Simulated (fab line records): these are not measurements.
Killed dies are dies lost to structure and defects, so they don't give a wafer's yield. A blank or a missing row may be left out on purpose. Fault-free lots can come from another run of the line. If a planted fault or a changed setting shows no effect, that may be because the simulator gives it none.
fab line records -- flow nand-harc
[record] lots = 13, wafers = 39, last-day = 34
route steps=1302 shown A_WL_FILL@976 A_BONDPAD@1220 THIN_TSV@1246 END@1302
lots with no fault: from the same line, run without faults
start-h: the number of hours between the record's first day and the start of the first shown wafer of the lot -- wait-h: hours since the lot's step before -- " as in the row above -- L1.1+2: several wafers, shown together as one row -- - no value, or no start was given -- * or withheld: withheld -- < > ~ a bound
route shown NAME@n: NAME is a module with steps in the file, n the number in the route of the first one -- usual: average and standard deviation across the fault-free wafers -- same: alike in all rows -- chamber/n: place in a boat -- sites: readings site by site -- _std_site: standard deviation across them -- _edge_site: inner sites' mean taken away from outer sites' mean -- radius-mm: for every site, how far away it sits from the centre of the wafer -- mask NAME#n: copy n -- behind: the last tool/chamber to shape the wafer -- hold: reason for holding the lot/hours on hold/outcome of the hold -- device: the n, p or np transistor that did not switch -- end of line: the tests these same wafers got at the end of their route -- a step given without rows: its recipe and nothing more -- killed: dies that structure and defects cost at the first sort, which is not the same as the wafer's yield -- map: the dies of a wafer, with x for killed, . for not killed, _ for no die there
set.NAME: the run value of the setting; set.NAME@STEP: its run value at that earlier step -- model.NAME: the simulator's own value behind a step, which no gauge read
one table for each step of the route and one row for each wafer, over a sample of lots
services: a tool's chamber out of use, with start hour (start-h, from the record's first day; less than 0 if before it), hours out, and reason
[[steps]]
[step NHARC_A_WL_FILL_CVD_20]
[recipe] target-thk-a = 1000, temp-c = 400, pressure-torr = 40, wf6-flow-sccm = 40, h2-flow-sccm = 1600, ar-flow-sccm = 1560, time-s = 74, material = W
[usual] heater-power-w = 833/75, throttle-valve-pct = 7.88/0.26
lot.wafer,tool,chamber,start-h,wait-h,heater-power-w,throttle-valve-pct
L461.2,cvd-w-01,1,479.27,-,803,7.86
L461.3,cvd-w-01,0,479.27,-,732,8.12
L461.5,cvd-w-01,0,479.27,-,755,7.96
L463.1,cvd-w-02,0,495.45,-,876,7.73
L463.2,cvd-w-02,1,495.45,-,952,7.63
L463.6,cvd-w-02,0,495.45,-,885,7.93
L464.2,cvd-w-02,0,498.69,-,870,7.73
L464.5,cvd-w-02,1,498.69,-,937,7.63
L464.6,cvd-w-02,0,498.69,-,875,8.11
L465.2,cvd-w-01,0,511.18,-,744,8.11
L465.3,cvd-w-01,0,511.18,-,752,8.23
L465.6,cvd-w-01,0,511.18,-,743,7.83
L467.2,cvd-w-01,0,543.56,-,724,8.16
L467.3,cvd-w-01,0,543.56,-,762,8.07
L467.5,cvd-w-01,0,543.56,-,740,8.17
L470.2,cvd-w-02,0,575.41,-,881,8.22
L470.5,cvd-w-02,0,575.41,-,874,7.89
L470.6,cvd-w-02,0,575.41,-,867,7.98
L471.1,cvd-w-02,1,591.63,-,979,7.70
L471.2,cvd-w-02,0,591.63,-,869,7.98
L471.4,cvd-w-02,1,591.63,-,960,7.72
L478.1,cvd-w-01,1,635.66,-,791,7.69
L478.2,cvd-w-01,0,635.66,-,732,7.99
L478.3,cvd-w-01,1,635.66,-,788,7.68
L479.4,cvd-w-02,0,660.81,-,871,7.76
L479.6,cvd-w-02,1,660.81,-,930,8.03
L479.5,cvd-w-02,0,660.81,-,856,7.91
L480.1,cvd-w-02,0,672.49,-,870,8.03
L480.4,cvd-w-02,1,672.49,-,921,7.97
L480.3,cvd-w-02,0,672.49,-,880,7.94
L482.4,cvd-w-02,1,691.00,-,926,7.83
L482.5,cvd-w-02,1,691.00,-,914,8.11
L482.6,cvd-w-02,0,691.00,-,863,7.87
L484.2,cvd-w-02,1,715.31,-,905,7.62
L484.3,cvd-w-02,0,715.31,-,872,7.92
L484.5,cvd-w-02,0,715.31,-,850,7.82
L483.2,cvd-w-02,0,727.46,-,868,7.97
L483.3,cvd-w-02,1,727.46,-,911,8.02
L483.6,cvd-w-02,1,727.46,-,927,7.77
[step NHARC_A_BONDPAD_ETCH_12]
[recipe] target-depth-a = 2200, time-s = 110, chf3-flow-sccm = 50, o2-flow-sccm = 10, ar-flow-sccm = 200, rf-w = 500, bias-w = 200, chemistry = CHF3/O2
[usual] drypump-motor-current-A = 5.95/0.28, oes-product-au = 0.948/0.024, rf-vpp-V = 369.6/2.4, showerhead-plenum-p-Torr = 2.36/0.1, throttle-valve-pct = 20.572/0.009
lot.wafer,tool,chamber,start-h,wait-h,drypump-motor-current-A,oes-product-au,rf-hours-counter-h,rf-vpp-V,showerhead-plenum-p-Torr,throttle-valve-pct
L461.3,rie-diel-09,1,-,-,6.19,0.970,1,371.5,2.44,20.560
L461.2,rie-diel-09,3,-,-,5.49,0.972,1,367.3,2.24,20.563
L461.5,rie-diel-09,1,-,-,6.21,0.972,-,372.5,2.44,20.575
L463.2,rie-diel-09,2,-,-,6.11,0.967,1,369.9,2.32,20.579
L463.1,rie-diel-09,3,-,-,5.43,0.969,1,366.7,2.24,20.587
L463.6,rie-diel-09,1,-,-,6.18,0.975,-,371.5,2.44,20.584
L464.2,rie-diel-09,2,-,-,6.16,0.983,1,368.6,2.32,20.580
L464.6,rie-diel-09,2,-,-,6.15,0.990,-,368.5,2.32,20.555
L464.5,rie-diel-09,3,-,-,5.49,0.992,-,368.1,2.24,20.579
L465.2,rie-diel-07,3,-,-,6.25,0.919,14,371.8,2.46,20.566
L465.3,rie-diel-07,0,-,-,6.20,0.923,14,372.5,2.50,20.561
L465.6,rie-diel-07,3,-,-,6.24,0.922,-,372.2,2.46,20.578
L467.2,rie-diel-09,0,-,-,5.90,0.986,2,369.2,2.29,20.577
L467.3,rie-diel-09,3,-,-,5.53,0.976,2,368.3,2.24,20.560
L467.5,rie-diel-09,1,-,-,6.20,0.971,-,371.1,2.44,20.576
L470.2,rie-diel-09,2,-,-,6.14,0.921,3,369.4,2.32,20.581
L470.6,rie-diel-09,2,-,-,6.11,0.924,-,367.3,2.32,20.578
L470.5,rie-diel-09,3,-,-,5.54,0.932,-,367.8,2.24,20.570
L471.4,rie-diel-09,2,-,-,6.15,0.919,4,368.6,2.32,20.573
L471.2,rie-diel-09,0,-,-,5.90,0.920,3,367.9,2.29,20.570
L471.1,rie-diel-09,1,-,-,6.20,0.926,4,369.4,2.44,20.580
L478.3,rie-diel-07,0,-,-,6.17,0.916,4,372.6,2.49,20.581
L478.2,rie-diel-07,1,-,-,5.96,0.917,6,372.5,2.49,20.574
L478.1,rie-diel-07,3,-,-,6.24,0.926,7,371.8,2.45,20.575
L479.4,rie-diel-09,1,-,-,6.21,0.940,1,369.7,2.43,20.556
L479.6,rie-diel-09,0,-,-,5.90,0.958,-,368.2,2.29,20.569
L479.5,rie-diel-09,1,-,-,6.20,0.938,-,372.6,2.43,20.578
L480.1,rie-diel-07,1,-,-,5.92,0.926,9,371.5,2.49,20.567
L480.4,rie-diel-07,2,-,-,6.07,0.934,9,375.8,2.57,20.585
L480.3,rie-diel-07,3,-,-,6.25,0.915,9,372.3,2.45,20.572
L482.4,rie-diel-09,2,-,-,6.13,0.934,1,368.7,2.32,20.554
L482.6,rie-diel-09,2,-,-,6.14,0.933,-,368.8,2.32,20.579
L482.5,rie-diel-09,3,-,-,5.52,0.943,-,366.3,2.24,20.562
L484.3,rie-diel-11,2,-,-,5.56,0.927,59,376.0,2.57,20.563
L484.2,rie-diel-11,3,-,-,5.85,0.924,51,372.2,2.55,20.572
L484.5,rie-diel-11,2,-,-,5.54,0.921,-,373.8,2.57,20.578
L483.3,rie-diel-07,2,-,-,6.05,0.931,18,374.7,2.56,20.571
L483.2,rie-diel-07,3,-,-,6.23,0.936,17,371.3,2.44,20.557
L483.6,rie-diel-07,2,-,-,6.10,0.923,-,372.6,2.56,20.584
[step NHARC_A_BONDPAD_DEGAS_25]
[recipe] temp-c = 300, time-s = 60
[usual] heater-power-w = 500/54
lot.wafer,tool,chamber,start-h,wait-h,heater-power-w
L461.3,pvd-sputter-01,-,528.72,-,500
L461.2,pvd-sputter-01,-,528.72,-,646
L461.5,pvd-sputter-01,-,528.72,-,531
L463.2,pvd-sputter-01,-,542.80,-,510
L463.1,pvd-sputter-01,-,542.80,-,653
L463.6,pvd-sputter-01,-,542.80,-,523
L464.2,pvd-sputter-02,-,544.74,-,517
L464.5,pvd-sputter-02,-,544.74,-,536
L464.6,pvd-sputter-02,-,544.74,-,525
L465.3,pvd-sputter-03,-,560.89,-,449
L465.2,pvd-sputter-03,-,560.89,-,397
L465.6,pvd-sputter-03,-,560.89,-,510
L467.2,pvd-sputter-01,-,592.43,-,512
L467.3,pvd-sputter-01,-,592.43,-,488
L467.5,pvd-sputter-01,-,592.43,-,522
L470.2,pvd-sputter-01,-,622.47,-,501
L470.5,pvd-sputter-01,-,622.47,-,508
L470.6,pvd-sputter-01,-,622.47,-,492
L471.1,pvd-sputter-03,-,638.63,-,405
L471.4,pvd-sputter-03,-,638.63,-,476
L471.2,pvd-sputter-03,-,638.63,-,500
L478.3,pvd-sputter-03,-,682.81,-,415
L478.2,pvd-sputter-03,-,682.81,-,447
L478.1,pvd-sputter-03,-,682.81,-,499
L479.4,pvd-sputter-02,-,717.49,-,489
L479.6,pvd-sputter-02,-,717.49,-,534
L479.5,pvd-sputter-02,-,717.49,-,493
L480.3,pvd-sputter-03,-,724.14,-,470
L480.4,pvd-sputter-03,-,724.14,-,493
L480.1,pvd-sputter-03,-,724.14,-,470
L482.4,pvd-sputter-03,-,736.77,-,481
L482.5,pvd-sputter-03,-,736.77,-,478
L482.6,pvd-sputter-03,-,736.77,-,467
L484.2,pvd-sputter-03,-,766.09,-,477
L484.3,pvd-sputter-03,-,766.09,-,424
L484.5,pvd-sputter-03,-,766.09,-,414
L483.2,pvd-sputter-01,-,779.16,-,633
L483.3,pvd-sputter-01,-,779.16,-,504
L483.6,pvd-sputter-01,-,779.16,-,638
[step NHARC_THIN_TSV_THK_MEAS_02]
[recipe] thk-meas-gauge = ir
[usual] thk-nm = 2996/210
lot.wafer,tool,chamber,start-h,wait-h,thk-nm
L461.2,film-metro-01,-,541.42,-,2497
L461.3,film-metro-01,-,541.42,-,2763
L461.5,film-metro-01,-,541.42,-,2686
L464.2,film-metro-01,-,558.67,0.2,2937
L464.5,film-metro-01,-,558.67,0.2,3048
L464.6,film-metro-01,-,558.67,0.2,3018
L463.1,film-metro-01,-,561.07,-,2972
L463.2,film-metro-01,-,561.07,-,2813
L463.6,film-metro-01,-,561.07,-,3120
L465.2,film-metro-01,-,573.44,-,3178
L465.3,film-metro-01,-,573.44,-,3118
L465.6,film-metro-01,-,573.44,-,3104
L467.2,film-metro-01,-,605.30,0.2,2857
L467.3,film-metro-01,-,605.30,0.2,2926
L467.5,film-metro-01,-,605.30,0.2,2971
L470.2,film-metro-02,-,635.20,0.2,3266
L470.5,film-metro-02,-,635.20,0.2,3331
L470.6,film-metro-02,-,635.20,0.2,3127
L471.1,film-metro-02,-,648.17,-,3074
L471.2,film-metro-02,-,648.17,-,2912
L471.4,film-metro-02,-,648.17,-,3209
L478.1,film-metro-01,-,695.39,-,3069
L478.2,film-metro-01,-,695.39,-,3045
L478.3,film-metro-01,-,695.39,-,3379
L479.4,film-metro-01,-,735.67,-,3007
L479.5,film-metro-01,-,735.67,-,3026
L479.6,film-metro-01,-,735.67,-,3049
L480.1,film-metro-01,-,746.07,-,2987
L480.3,film-metro-01,-,746.07,-,3168
L480.4,film-metro-01,-,746.07,-,3328
L482.4,film-metro-02,-,756.15,-,2459
L482.5,film-metro-02,-,756.15,-,2883
L482.6,film-metro-02,-,756.15,-,2384
L484.2,film-metro-02,-,778.25,-,3065
L484.3,film-metro-02,-,778.25,-,3048
L484.5,film-metro-02,-,778.25,-,2710
L483.2,film-metro-02,-,794.53,-,2769
L483.3,film-metro-02,-,794.53,-,3114
L483.6,film-metro-02,-,794.53,-,3032
[step NHARC_END_SORT_01]
[recipe] temp-c = 25
[usual] killed-at-array = 64/16, killed-at-other = 1.0/1.1, killed-at-periphery = 3.5/2.3, killed-dies = 69/17, killed-open = 3.2/1.6, killed-short = 2.4/1.6
[same] gross-dies = 677
lot.wafer,tool,chamber,start-h,wait-h,killed-at-array,killed-at-other,killed-at-periphery,killed-dies,killed-open,killed-short
L470.2,prober-01,0,652.20,2.8,162,1,2,165,2,2
L470.5,prober-01,0,654.60,3.7,163,2,0,165,0,0
L470.6,prober-01,0,655.40,4.0,161,0,1,162,2,2
L471.1,prober-02,0,664.10,2.5,138,2,3,143,4,1
L471.2,prober-02,0,664.90,2.8,158,2,5,165,5,2
L471.4,prober-02,0,666.50,3.4,142,1,2,145,1,0
// killed by level:class
L470.2 A_WL_FILL:unspecified=102 A_SLIT:chamber-film-flake=30 A_CHANNEL_HOLE_D2:chamber-film-flake=17 A_CONTACT:chamber-film-flake=4 A_CHANNEL_HOLE_D1:chamber-film-flake=3 A_CHANNEL_HOLE_D1:geometric-particle:short=2 P_CONTACT:geometric-particle:open=1 A_CHANNEL_FILL_D2:geometric-particle:open=1
L470.5 A_WL_FILL:unspecified=102 A_SLIT:chamber-film-flake=31 A_CHANNEL_HOLE_D2:chamber-film-flake=12 A_CHANNEL_HOLE_D1:chamber-film-flake=9 A_CONTACT:chamber-film-flake=9 THIN_TSV:chamber-film-flake=2
L470.6 A_WL_FILL:unspecified=103 A_SLIT:chamber-film-flake=30 A_CHANNEL_HOLE_D2:chamber-film-flake=11 A_CHANNEL_HOLE_D1:chamber-film-flake=7 A_CONTACT:chamber-film-flake=5 A_CHANNEL_HOLE_D1:geometric-particle:open=1 A_SGD_CUT:geometric-particle:open=1 A_WL_FILL:geometric-particle:short=1
L471.1 A_WL_FILL:unspecified=80 A_CHANNEL_HOLE_D1:chamber-film-flake=33 A_CHANNEL_HOLE_D2:chamber-film-flake=18 P_GATE:chamber-film-flake=2 A_SLIT:chamber-film-flake=2 THIN_TSV:chamber-film-flake=2 P_M2:geometric-particle:open=1 A_DECK1_JOINT:geometric-particle:open=1
L471.2 A_WL_FILL:unspecified=104 A_CHANNEL_HOLE_D1:chamber-film-flake=32 A_CHANNEL_HOLE_D2:chamber-film-flake=15 A_SLIT:chamber-film-flake=2 THIN_TSV:chamber-film-flake=2 P_STI:geometric-particle:open=1 P_M0:geometric-particle:short=1 P_M0:geometric-particle:open=1
L471.4 A_WL_FILL:unspecified=80 A_CHANNEL_HOLE_D1:chamber-film-flake=32 A_CHANNEL_HOLE_D2:chamber-film-flake=21 A_SLIT:chamber-film-flake=3 A_M1:chamber-film-flake=3 A_WL_FILL:geometric-particle:open=1 P_ZERO_WELL:chamber-film-flake=1 P_GATE:chamber-film-flake=1
[[services]]
tool,chamber,start-h,hours,kind
rie-diel-07,1,455.60,10.1,repair
pvd-sputter-03,-,461.94,7.8,repair
rie-diel-09,-,469.42,0.8,repair
rie-diel-07,-,471.20,9.0,pm
cvd-w-02,-,474.30,0.7,repair
rie-diel-09,0,474.54,44.7,repair
rie-diel-09,-,497.13,9.0,pm
pvd-sputter-01,-,516.14,1.1,repair
rie-diel-09,0,522.43,21.1,repair
pvd-sputter-03,-,523.79,1.2,repair
pvd-sputter-03,-,525.76,8.1,repair
cvd-w-01,-,547.00,13.0,pm
cvd-w-02,1,565.83,14.2,repair
pvd-sputter-01,-,582.00,10.0,pm
pvd-sputter-01,-,626.33,3.5,repair
cvd-w-02,-,631.00,13.0,pm
pvd-sputter-01,-,642.65,4.3,repair
pvd-sputter-01,-,656.88,5.1,repair
cvd-w-02,1,668.67,1.5,repair
rie-diel-09,-,674.13,9.0,pm
pvd-sputter-01,-,701.68,6.0,repair
pvd-sputter-03,-,711.81,10.0,pm
pvd-sputter-01,-,760.00,10.0,pm
cvd-w-02,-,771.96,4.7,repair
[[key]]
[first-sign] step = NHARC_END_SORT_01, reading = killed-at-array, direction = up, sigmas = 5.5, usual = 64, struck = 154
[effect] step = NHARC_END_SORT_01, reading = killed-dies, direction = up, sigmas = 5.4, usual = 69, struck = 158
[more-kills-born-at] NHARC_A_WL_FILL_CVD_20@cvd-w-02 = 571
met-at NHARC_A_WL_FILL_CVD_20
struck-lots L470,L471
tester-left-out L470,L471
not-acting-at NHARC_A_BONDPAD_ETCH_12,NHARC_A_BONDPAD_DEGAS_25,NHARC_THIN_TSV_THK_MEAS_02
onset-between 498.69 575.41
[fault] kind = chamber-particle-source, tool = cvd-w-02, chamber = -, onset-h = 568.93, steps = NHARC_A_WL_FILL_CVD_20, rate-per-visit-cm2 = 1.9185, end-h = 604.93
// tester-left-out: of these lots the tester's yield and bins aren't shown, on N5 and GAA mostly nor the transistor test; their killed dies are dies lost to structure and defects alone, not to doping, threshold or leakage, so they don't give the yield
